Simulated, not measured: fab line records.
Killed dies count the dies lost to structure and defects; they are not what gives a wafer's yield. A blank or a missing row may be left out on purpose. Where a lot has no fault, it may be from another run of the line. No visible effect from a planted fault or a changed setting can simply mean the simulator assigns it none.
fab line records	flow n5_finfet	part 2 of 2: steps 4 to 6 of 6
[record] lots = 22	wafers = 66	last_day = 18
route steps=1938 shown BEOL_M7@1307 BEOL_M8@1369
lots untouched by any fault: they come from a run of this same line in which no faults occurred
start_h: the number of hours between the record's first day and the start of the first shown wafer of the lot	wait_h: hours from the lot's prior step to this one	" repeats the value in the row above	L1.1+2: a single row standing in for several wafers	- no value present, or no start provided	* or withheld: withheld	< > ~ a bound
route shown NAME@n: NAME is a module with steps in the file, n the number in the route of the first one	usual: average and standard deviation across the fault-free wafers	same: alike in all rows	chamber/n: place in a boat	sites: the reading at each site	_std_site: standard deviation across them	_edge_site: outer sites' mean less inner sites'	radius_mm: how far each site lies from the wafer's centre	mask NAME#n: copy n	behind: the tool/chamber that last shaped the wafer	hold: why the lot went on hold/how many hours it stayed there/how the hold came to an end	device: whichever transistor did not switch (one of n, p or np)	end of line: at the end of the route, the tests of the same wafers	a step given without rows: its recipe and nothing more	killed: count of dies lost to structure and defects at first sort (not the wafer's yield)	map: the dies of a wafer, with x for killed, . for not killed, _ for no die there
set.NAME: the setting the step ran with; set.NAME@STEP: the setting that earlier step ran with	model.NAME: the simulator's own value behind a step, which no gauge read
steps of the route over a sample of lots; a table a step, a row a wafer
services: from which hour (start_h, from the record's first day; less than 0 if before it) a tool's chamber was out of use, for how many hours, and why
[[steps]]
[step N5_BEOL_M8_ETCH_41]
[recipe] chemistry = CH3F/O2	target = SiCN	target_depth_a = 319	taper_deg = 2	time_s = 57.8	ion_energy_ev = 120	mask_material = TiN	pressure_mtorr = 30	source_w = 395	bias_w = 75	Ar_flow_sccm = 150	CH3F_flow_sccm = 30	O2_flow_sccm = 20
[usual] CH3F_flow_sccm = 29.99/0.097	drypump_motor_current_A = 5.9/0.59	oes_product_au = 0.79/0.095	rf_vpp_V = 298.0/1.9	showerhead_plenum_p_Torr = 2.03/0.076	throttle_valve_pct = 16.26/0.22
[same] time_s = 57.8
lot.wafer	tool	chamber	start_h	wait_h	CH3F_flow_sccm	drypump_motor_current_A	oes_product_au	rf_hours_counter_h	rf_vpp_V	showerhead_plenum_p_Torr	throttle_valve_pct
L075.2	rie_diel-01	1	-	-	30.22	6.2	0.82	107	299.0	2.10	16.29
L075.3	"	2	"	"	29.99	4.9	0.70	207	295.3	1.90	16.36
L075.5	"	2	"	"	30.00	4.9	0.70	-	297.4	1.90	16.34
L077.1	rie_diel-01	3	-	-	30.06	5.1	0.83	72	297.3	1.96	16.12
L077.2	"	1	"	"	30.15	6.1	0.81	114	298.7	2.10	16.32
L077.5	"	0	"	"	29.88	6.8	0.72	-	297.3	2.00	16.52
L076.1	rie_diel-02	1	-	-	30.19	6.5	0.89	41	299.8	2.12	15.93
L076.2	"	2	"	"	30.10	5.7	0.79	107	298.6	2.00	16.23
L076.5	"	3	"	"	29.84	6.0	0.88	-	299.4	2.13	16.40
L078.1	rie_diel-02	2	-	-	29.80	5.7	0.80	107	297.3	2.00	16.23
L078.4	"	0	"	"	30.05	6.2	0.70	226	297.9	2.05	16.10
L078.6	"	1	"	"	29.88	6.5	0.89	-	300.9	2.12	15.94
L081.2	rie_diel-05	0	-	-	29.93	5.6	0.98	11	297.1	2.06	16.28
L081.5	"	0	"	"	29.94	5.6	0.97	-	299.6	2.06	16.28
L081.6	"	3	"	"	30.07	6.2	1.00	-	301.0	2.14	15.92
L082.1	rie_diel-05	3	-	-	29.88	6.2	0.97	5	300.7	2.13	15.92
L082.5	"	1	"	"	29.92	6.5	0.69	-	297.8	1.96	16.05
L082.6	"	3	"	"	29.87	6.2	0.98	-	298.6	2.13	15.93
L080.1	rie_diel-01	0	-	-	29.95	6.8	0.70	199	296.9	2.00	16.54
L080.3	"	3	"	"	29.99	5.1	0.82	83	295.6	1.96	16.15
L080.4	"	2	"	"	29.94	4.9	0.69	219	294.0	1.90	16.39
L079.2	rie_diel-01	2	-	-	30.08	4.9	0.69	220	295.0	1.89	16.38
L079.3	"	3	"	"	30.05	5.1	0.81	83	295.8	1.96	16.15
L079.4	"	1	"	"	30.18	6.1	0.80	124	300.5	2.10	16.34
L084.1	rie_diel-05	3	-	-	29.97	6.2	0.96	7	299.8	2.13	15.93
L084.3	"	0	"	"	30.06	5.6	0.95	18	297.9	2.06	16.32
L084.6	"	3	"	"	29.73	6.2	0.96	-	300.2	2.13	15.93
L083.1	rie_diel-02	2	-	-	30.02	5.7	0.78	119	296.3	2.00	16.27
L083.3	"	1	"	"	29.94	6.5	0.86	54	298.5	2.11	15.97
L083.4	"	3	"	"	29.91	6.0	0.86	65	297.7	2.13	16.41
L086.3	rie_diel-02	0	-	-	29.89	6.2	0.69	239	297.5	2.05	16.11
L086.4	"	1	"	"	29.99	6.5	0.86	55	300.0	2.11	15.97
L086.5	"	1	"	"	30.14	6.5	0.86	-	300.6	2.11	15.98
L085.1	rie_diel-05	2	-	-	29.91	5.5	0.68	223	298.6	2.07	16.65
L085.3	"	0	"	"	30.00	5.6	0.93	24	299.1	2.05	16.31
L085.6	"	2	"	"	29.94	5.5	0.68	-	298.5	2.07	16.65
L090.2	rie_diel-01	2	-	-	29.88	4.9	0.68	231	294.7	1.89	16.42
L090.4	"	3	"	"	29.93	5.1	0.81	93	295.8	1.95	16.18
L090.6	"	3	"	"	30.00	5.1	0.81	-	294.5	1.95	16.16
L087.1	rie_diel-01	0	-	-	29.94	6.8	0.70	211	298.0	1.99	16.56
L087.4	"	1	"	"	30.12	6.2	0.78	136	298.2	2.09	16.36
L087.5	"	0	"	"	30.02	6.8	0.70	-	298.4	1.99	16.57
L088.1	rie_diel-02	3	-	-	30.10	6.0	0.87	75	301.4	2.12	16.42
L088.3	"	0	"	"	29.99	6.3	0.68	247	297.7	2.05	16.13
L088.6	"	3	"	"	29.98	5.9	0.85	-	299.8	2.12	16.44
L089.1	rie_diel-01	0	-	-	30.07	6.8	0.69	215	296.7	1.99	16.58
L089.3	"	3	"	"	29.89	5.1	0.80	97	295.7	1.95	16.17
L089.5	"	2	"	"	30.08	4.9	0.68	-	295.9	1.89	16.41
L091.1	rie_diel-01	1	-	-	30.00	6.1	0.77	144	299.1	2.09	16.37
L091.5	"	2	"	"	29.97	4.9	0.67	-	294.9	1.89	16.41
L091.6	"	3	"	"	29.82	5.1	0.80	-	296.3	1.95	16.18
L093.2	rie_diel-02	1	-	-	29.88	6.5	0.84	72	300.6	2.11	16.00
L093.4	"	1	"	"	29.94	6.5	0.84	-	299.1	2.11	16.01
L093.5	"	1	"	"	30.01	6.5	0.84	-	299.7	2.11	16.02
L094.2	rie_diel-01	2	-	-	30.09	4.9	0.67	246	296.3	1.89	16.43
L094.4	"	0	"	"	30.03	6.8	0.68	226	296.6	1.99	16.58
L094.6	"	0	"	"	30.14	6.8	0.69	-	296.5	1.99	16.58
L095.1	rie_diel-01	1	-	-	30.02	6.1	0.76	157	299.6	2.09	16.40
L095.4	"	1	"	"	29.90	6.1	0.77	-	299.6	2.08	16.42
L095.5	"	0	"	"	30.06	6.8	0.68	-	296.0	1.99	16.60
L097.4	rie_diel-02	0	-	-	30.00	6.2	0.94	3	298.6	2.04	15.63
L097.5	"	1	"	"	30.21	6.5	0.83	-	299.5	2.10	16.03
L097.6	"	2	"	"	29.91	5.6	0.76	-	297.0	1.99	16.33
L096.2	rie_diel-05	1	-	-	29.85	6.5	0.93	11	296.3	1.95	15.61
L096.4	"	3	"	"	30.10	6.2	0.87	-	299.6	2.12	15.99
L096.6	"	0	"	"	30.06	5.6	0.89	-	297.7	2.04	16.38
[step N5_BEOL_M8_SURFACE_TREAT_79]
[recipe] gas = Ar	time_s = *	ion_energy_ev = *	ion_current_ma_cm2 = 0.5	pressure_mtorr = *	ar_flow_sccm = 30
[usual] throttle_valve_pct = *
[same] time_s = *
lot.wafer	tool	chamber	start_h	wait_h	throttle_valve_pct
L075.2	pvd_sputter-02	-	221.48	0.2	*
L075.3	"	-	"	"	*
L075.5	"	-	"	"	*
L076.1	pvd_sputter-02	-	240.27	0.2	*
L076.2	"	-	"	"	*
L076.5	"	-	"	"	*
L077.1	pvd_sputter-03	-	240.50	0.2	*
L077.2	"	-	"	"	*
L077.5	"	-	"	"	*
L078.1	pvd_sputter-03	-	245.05	0.2	*
L078.4	"	-	"	"	*
L078.6	"	-	"	"	*
L081.2	pvd_sputter-02	-	253.59	0.2	*
L081.5	"	-	"	"	*
L081.6	"	-	"	"	*
L082.1	pvd_sputter-01	-	266.03	1.7	*
L082.5	"	-	"	"	*
L082.6	"	-	"	"	*
L080.1	pvd_sputter-01	-	267.77	0.2	*
L080.3	"	-	"	"	*
L080.4	"	-	"	"	*
L079.2	pvd_sputter-03	-	269.14	0.2	*
L079.3	"	-	"	"	*
L079.4	"	-	"	"	*
L084.1	pvd_sputter-03	-	271.55	0.2	*
L084.3	"	-	"	"	*
L084.6	"	-	"	"	*
L083.1	pvd_sputter-03	-	281.13	0.2	*
L083.3	"	-	"	"	*
L083.4	"	-	"	"	*
L086.3	pvd_sputter-01	-	284.75	0.2	*
L086.4	"	-	"	"	*
L086.5	"	-	"	"	*
L085.1	pvd_sputter-01	-	288.20	0.2	*
L085.3	"	-	"	"	*
L085.6	"	-	"	"	*
L090.2	pvd_sputter-01	-	301.43	0.2	*
L090.4	"	-	"	"	*
L090.6	"	-	"	"	*
L087.1	pvd_sputter-02	-	302.30	0.2	*
L087.4	"	-	"	"	*
L087.5	"	-	"	"	*
L088.1	pvd_sputter-01	-	307.38	0.2	*
L088.3	"	-	"	"	*
L088.6	"	-	"	"	*
L089.1	pvd_sputter-03	-	312.83	0.3	*
L089.3	"	-	"	"	*
L089.5	"	-	"	"	*
L091.1	pvd_sputter-03	-	321.31	0.3	*
L091.5	"	-	"	"	*
L091.6	"	-	"	"	*
L093.2	pvd_sputter-02	-	325.22	0.2	*
L093.4	"	-	"	"	*
L093.5	"	-	"	"	*
L094.2	pvd_sputter-01	-	340.63	0.3	*
L094.4	"	-	"	"	*
L094.6	"	-	"	"	*
L095.1	pvd_sputter-02	-	350.78	0.2	*
L095.4	"	-	"	"	*
L095.5	"	-	"	"	*
L097.4	pvd_sputter-01	-	354.75	0.1	*
L097.5	"	-	"	"	*
L097.6	"	-	"	"	*
L096.2	pvd_sputter-01	-	355.15	0.3	*
L096.4	"	-	"	"	*
L096.6	"	-	"	"	*
[step N5_BEOL_M8_RS_MEAS_57]
[recipe] thk_meas_gauge = four-point-probe	reads = Cu_of_BEOL_M8_ECD_50+Co_of_BEOL_M8_CVD_78+TaN_of_BEOL_M8_ALD_77
[usual] M8_RS = 0.286/0.0088
lot.wafer	tool	chamber	start_h	wait_h	M8_RS[ohm/sq]
L075.2	film_metro-02	-	222.68	0.1	0.276
L075.3	"	-	"	"	0.290
L075.5	"	-	"	"	0.287
L076.1	film_metro-02	-	241.61	0.1	0.275
L076.2	"	-	"	"	0.283
L076.5	"	-	"	"	0.275
L077.1	film_metro-02	-	244.04	0.1	0.285
L077.2	"	-	"	"	0.275
L077.5	"	-	"	"	0.293
L078.1	film_metro-01	-	246.22	0.1	0.274
L078.4	"	-	"	"	0.282
L078.6	"	-	"	"	0.280
L081.2	film_metro-02	-	254.80	0.1	0.274
L081.5	"	-	"	"	0.280
L081.6	"	-	"	"	0.277
L082.1	film_metro-01	-	267.55	0.1	0.282
L082.5	"	-	"	"	0.288
L082.6	"	-	"	"	0.281
L080.1	film_metro-01	-	269.06	0.1	0.296
L080.3	"	-	"	"	0.285
L080.4	"	-	"	"	0.289
L079.2	film_metro-02	-	270.58	0.1	0.297
L079.3	"	-	"	"	0.279
L079.4	"	-	"	"	0.278
L084.1	film_metro-01	-	272.82	0.1	0.281
L084.3	"	-	"	"	0.275
L084.6	"	-	"	"	0.289
L083.1	film_metro-02	-	282.31	0.1	0.291
L083.3	"	-	"	"	0.303
L083.4	"	-	"	"	0.283
L086.3	film_metro-02	-	286.16	0.1	0.285
L086.4	"	-	"	"	0.286
L086.5	"	-	"	"	0.283
L085.1	film_metro-02	-	289.69	0.1	0.300
L085.3	"	-	"	"	0.280
L085.6	"	-	"	"	0.298
L090.2	film_metro-02	-	302.72	0.1	0.296
L090.4	"	-	"	"	0.287
L090.6	"	-	"	"	0.283
L087.1	film_metro-01	-	303.56	0.1	0.293
L087.4	"	-	"	"	0.278
L087.5	"	-	"	"	0.291
L088.1	film_metro-02	-	308.77	0.1	0.278
L088.3	"	-	"	"	0.288
L088.6	"	-	"	"	0.280
L089.1	film_metro-01	-	314.36	0.1	0.302
L089.3	"	-	"	"	0.288
L089.5	"	-	"	"	0.301
L091.1	film_metro-01	-	323.71	0.1	0.283
L091.5	"	-	"	"	0.295
L091.6	"	-	"	"	0.289
L093.2	film_metro-01	-	326.43	0.1	0.288
L093.4	"	-	"	"	0.292
L093.5	"	-	"	"	0.294
L094.2	film_metro-02	-	341.92	0.1	0.293
L094.4	"	-	"	"	0.293
L094.6	"	-	"	"	0.299
L095.1	film_metro-01	-	353.60	0.1	0.280
L095.4	"	-	"	"	0.284
L095.5	"	-	"	"	0.299
L097.4	film_metro-01	-	356.07	0.0	0.291
L097.5	"	-	"	"	0.292
L097.6	"	-	"	"	0.284
L096.2	film_metro-01	-	356.62	0.1	0.278
L096.4	"	-	"	"	0.284
L096.6	"	-	"	"	0.266
[[services]]
tool	chamber	start_h	hours	kind
rie_diel-01	1	200.33	1.6	repair
rie_diel-06	0	211.47	8.5	repair
rie_diel-04	2	234.06	-	clean
rie_diel-04	2	234.06	-	consumable_replace:focus_ring
rie_diel-04	2	234.06	14.5	scheduled_down
rie_diel-04	2	234.06	14.5	vent_cycle
rie_diel-05	2	248.35	14.3	repair
rie_diel-01	2	252.54	8.2	repair
rie_diel-03	-	272.06	0.8	repair
pvd_sputter-02	-	305.59	2.2	repair
rie_diel-02	2	306.72	4.8	repair
rie_diel-02	0	313.32	-	clean
rie_diel-03	3	317.24	8.8	repair
rie_diel-02	3	317.48	4.5	repair
pvd_sputter-01	-	326.95	3.2	repair
rie_diel-02	3	329.20	11.3	repair
rie_diel-02	2	332.84	7.0	repair
rie_diel-04	3	334.18	5.4	repair
rie_diel-06	3	342.84	-	clean
rie_diel-06	3	342.84	-	consumable_replace:esc
rie_diel-06	3	342.84	-	consumable_replace:focus_ring
rie_diel-06	3	342.84	-	consumable_replace:showerhead
rie_diel-06	3	342.84	36.3	scheduled_down
rie_diel-06	3	342.84	36.3	vent_cycle
